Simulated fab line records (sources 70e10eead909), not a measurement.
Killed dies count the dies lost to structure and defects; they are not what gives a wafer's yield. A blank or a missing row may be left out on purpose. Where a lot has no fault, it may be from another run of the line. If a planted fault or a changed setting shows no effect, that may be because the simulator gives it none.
Check of tool commonality ; flow nand-harc ; 36 wafers sampled across 12 lots

== WHY IT WAS OPENED ==
On 2 of the 12 lots, a flag is raised at NHARC_A_M1_INSPECT_11 on the reading raw-defect-count. No-fault wafers: 33, standard deviation 14.
Rule: a lot is flagged when every wafer of it that has a number lies more than 4 standard deviations from that mean, or none has a number. All remaining lots are regarded as sound.

lot;measured;on;raw-defect-count, wafer by wafer;flag
L467;day 17 21:04;defect-inspect-01;23 27 22;
L470;day 18 01:29;defect-inspect-02;28 43 39;
L469;day 18 03:04;defect-inspect-02;27 20 27;
L471;day 18 06:28;defect-inspect-01;23 15 15;
L472;day 18 21:16;defect-inspect-01;39 37 42;
L475;day 20 01:22;defect-inspect-01;52 33 49;
L477;day 20 05:05;defect-inspect-01;34 32 30;
L478;day 20 22:11;defect-inspect-01;15 16 13;
L480;day 21 00:31;defect-inspect-02;40 38 43;
L481;day 21 02:59;defect-inspect-01;549 505 528;FLAGGED
L483;day 22 03:50;defect-inspect-02;34 41 47;
L484;day 22 08:41;defect-inspect-02;519 501 506;FLAGGED
The mean of the flagged lots' numbers is 518, +485 from the usual (+35 standard deviations).

== EACH LOT AND THE TOOL IT RAN ON ==
The record holds 2 process steps before the reading, out of a route of 1159 steps. Each cell gives the tool, then ch followed by the chambers the sampled wafers passed through, then the start.
lot;flag;NHARC_A_BLC_ALD_23;NHARC_A_M0_PRE_CLEAN_31
L467;;ald-metal-01 ch 2,3, day 17 12:00;pecvd-02 ch 0,2, day 17 19:43
L470;;ald-metal-02 ch 0,2, day 17 19:12;pecvd-02 ch 0,1, day 18 00:03
L469;;ald-metal-01 ch 1,2, day 17 20:29;pecvd-04 ch 0,1,2, day 18 01:37
L471;;ald-metal-02 ch 1,2, day 17 23:50;pecvd-02 ch 0,1,2, day 18 05:10
L472;;ald-metal-02 ch 0,2,3, day 18 13:53;pecvd-04 ch 0,1, day 18 19:49
L475;;ald-metal-01 ch 0,1,3, day 19 19:06;pecvd-04 ch 0,1, day 19 23:54
L477;;ald-metal-01 ch 1,3, day 19 22:39;pecvd-03 ch 0,1,2, day 20 03:46
L478;;ald-metal-04 ch 1,3, day 20 13:28;pecvd-04 ch 0,2, day 20 20:03
L480;;ald-metal-02 ch 0,2, day 20 18:25;pecvd-04 ch 1,2, day 20 23:04
L481;FLAGGED;ald-metal-01 ch 0,1,2, day 20 19:44;pecvd-04 ch 1,2, day 21 01:35
L483;;ald-metal-01 ch 0,2,3, day 21 16:01;pecvd-02 ch 0,2, day 22 02:32
L484;FLAGGED;ald-metal-01 ch 0,3, day 22 02:22;pecvd-04 ch 1,2, day 22 07:17
These steps, and what they do:
- NHARC_A_BLC_ALD_23: deposits TiN, target thk 3 nm, pulse time 1 s, ald cycles 150.
- NHARC_A_M0_PRE_CLEAN_31: time 12 s.
- NHARC_A_M1_INSPECT_11

== FLAGGED AGAINST TOTAL, ONE TOOL AT A TIME (gauges that did the reading follow at the end) ==
step;tool;lots run;flagged;share of the flagged lots;sound lots run after its first flagged lot
NHARC_A_BLC_ALD_23;ald-metal-01;7;2;all;1 (L483)
NHARC_A_BLC_ALD_23;ald-metal-02;4;0;none;-
NHARC_A_BLC_ALD_23;ald-metal-04;1;0;none;-
NHARC_A_M0_PRE_CLEAN_31;pecvd-02;4;0;none;-
NHARC_A_M0_PRE_CLEAN_31;pecvd-03;1;0;none;-
NHARC_A_M0_PRE_CLEAN_31;pecvd-04;7;2;all;0
NHARC_A_M1_INSPECT_11;defect-inspect-01;7;1;some;0
NHARC_A_M1_INSPECT_11;defect-inspect-02;5;1;some;0

== WHAT IS ALLOWED BY THE TABLE ==
2 rows of the table ran every flagged lot: ald-metal-01 at NHARC_A_BLC_ALD_23, pecvd-04 at NHARC_A_M0_PRE_CLEAN_31.
- ald-metal-01 at NHARC_A_BLC_ALD_23 ran 7 lots, 2 of them flagged. Sound lots ran on it after the first flagged one (L483), which a lasting fault on the whole tool wouldn't allow.
- pecvd-04 at NHARC_A_M0_PRE_CLEAN_31 ran 7 lots, 2 of them flagged. It ran its last sound lot, L480, at day 20 23:04 and its first flagged lot, L481, at day 21 01:35: a fault with its onset between the two fits.
Just one tool remains: pecvd-04 at NHARC_A_M0_PRE_CLEAN_31.

== WHAT HAD BEEN PUT IN BY THE SIMULATOR ==
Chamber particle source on pecvd-04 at NHARC_A_M0_PRE_CLEAN_31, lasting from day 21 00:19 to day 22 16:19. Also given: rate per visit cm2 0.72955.
Lots struck among those shown: L481, L484. Same finding as the rule above.
